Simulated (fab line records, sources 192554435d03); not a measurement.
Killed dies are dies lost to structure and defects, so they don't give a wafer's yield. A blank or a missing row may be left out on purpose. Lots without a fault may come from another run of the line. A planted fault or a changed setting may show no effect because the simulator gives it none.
A struck lot beside a sound one | flow n5_finfet | 16 steps out of a route of 1938
Sound: wafers L561.3, L561.5, L561.6. Struck: wafer L564.4. (L564.2, L564.5 of the same lot were not struck and are left out.) The cause comes at the end.
At each step with rows: each side's tool, then ch and its chambers, then its first start. Under that, the readings that differ: sound wafers | struck wafers | difference of the means | sigmas: that difference in standard deviations of wafers without a fault.
alike: readings whose means differ by less than 2 such deviations, and words and numbers that are the same on both sides. not compared: withheld readings, readings that some wafer has no value for, bounds like >300 that may hide the same value, and numbers for which the record gives no deviation and whose values overlap.
The two part at a step that has a row with sigmas, a row that says differs or no value, or rows on one side only. Numbers that don't overlap but have no deviation are shown without sigmas and don't part them. A reading that every wafer of one side lacks parts them only if that side has two wafers or more.

first, 1 step without rows for these wafers: N5_BEOL_M3_DESCUM_33 (chemistry O2, time 7 s).
N5_BEOL_M3_ETCH_77: etches underlayer in N2/H2, target depth 6.5 nm, time 5.2 s.
  sound on rie_diel-02 ch 0,3, day 9 07:16; struck on rie_diel-06 ch 2, day 10 09:52
  reading                         | sound          | struck | difference | sigmas
  showerhead_plenum_p_Torr (Torr) | 2.39 2.60 2.40 | 2.65   | +0.19      | +2
  alike: drypump_motor_current_A, etch_rf_on_time_s, oes_product_au, rf_vpp_V, throttle_valve_pct
  not compared: rf_hours_counter_h
N5_BEOL_M3_ETCH_69: etches SiARC in CF4, target depth 15.6 nm, time 26 s.
  sound on rie_diel-02 ch 0,3, day 9 07:17; struck on rie_diel-06 ch 2, day 10 09:52
  alike: drypump_motor_current_A, etch_rf_on_time_s, oes_product_au, rf_vpp_V, showerhead_plenum_p_Torr, throttle_valve_pct
  not compared: rf_hours_counter_h
N5_BEOL_M3_ALD_98: deposits SiO2, target thk 2.5 nm, pulse time 1 s, co reactant pulse time 1 s.
  sound on ald_sin-02 ch 0,3, day 9 07:22; struck on ald_sin-01 ch 2, day 10 10:08
  reading            | sound    | struck | difference | sigmas
  heater_power_w (W) | 89 89 84 | 66     | -21        | -3
  alike: precursor_pulse_height_rel
then, 4 steps without rows for these wafers: N5_BEOL_M3_ETCHBACK_99 (etches SiO2 in CHF3, target depth 5 nm, time 10.4 s); N5_BEOL_M3_ETCH_70 (etches SOC in N2/H2, target depth 80 nm, overetch 16 nm, time 120 s); N5_BEOL_M3_STRIP_71 (strips in N2/H2); N5_BEOL_M3_STRIP_78 (strips in N2/H2).
N5_BEOL_M3_VIA_ETCH_34: etches the open film in C4F6/O2, target depth 69.4 nm, time 65.9 s.
  sound on rie_diel-06 ch 1,2,3, day 9 20:14; struck on rie_diel-06 ch 1, day 10 15:10
  alike: drypump_motor_current_A, oes_product_au, rf_vpp_V, showerhead_plenum_p_Torr, throttle_valve_pct
  not compared: rf_hours_counter_h
then, 2 steps without rows for these wafers: N5_BEOL_M3_STRIP_83 (strips in C4F6/O2); N5_BEOL_M3_STRIP_36 (strips in N2/H2).
N5_BEOL_M3_TRENCH_ETCH_37: etches SiOC in C4F6/O2, target depth 55.555 nm, time 29.2 s.
  sound on rie_diel-06 ch 1,2,3; struck on rie_diel-06 ch 1
  alike: drypump_motor_current_A, oes_product_au, rf_vpp_V, showerhead_plenum_p_Torr, throttle_valve_pct
  not compared: rf_hours_counter_h
N5_BEOL_M3_ETCH_41: etches SiCN in CH3F/O2, target depth 29.9 nm, time 52.5 s.
  sound on rie_diel-06 ch 1,2,3, day 9 20:22; struck on rie_diel-06 ch 1, day 10 15:17
  reading                  | sound             | struck | difference | sigmas
  oes_product_au (a.u.)    | 1.00 0.83 0.74    | 1.39   | +0.53      | +5
  model.etch.depth_nm (nm) | 19.94 19.95 19.39 | 33.61  | +13.85     |
  alike: drypump_motor_current_A, rf_vpp_V, showerhead_plenum_p_Torr, throttle_valve_pct
  not compared: rf_hours_counter_h
then, 1 step without rows for these wafers: N5_BEOL_M3_STRIP_97 (strips in N2/H2, time 10 s).
N5_BEOL_M4_RC_MEAS_101:
  sound on prober-01 ch 0, day 10 19:36; struck on prober-02 ch 0, day 11 19:14
  alike: DIBL_N, DIBL_P, IOFF_N, IOFF_P, ION_N, ION_P, SS_N, SS_P, VT_N, VT_P
N5_PASSIVATION_PROBE_49:
  the record has rows for the sound wafers here (prober-01, day 15 06:20) and none for the struck ones

WHERE THEY PART
First at N5_BEOL_M3_ETCH_77; last, within this record, at N5_PASSIVATION_PROBE_49.

WHY: what the simulator had put in
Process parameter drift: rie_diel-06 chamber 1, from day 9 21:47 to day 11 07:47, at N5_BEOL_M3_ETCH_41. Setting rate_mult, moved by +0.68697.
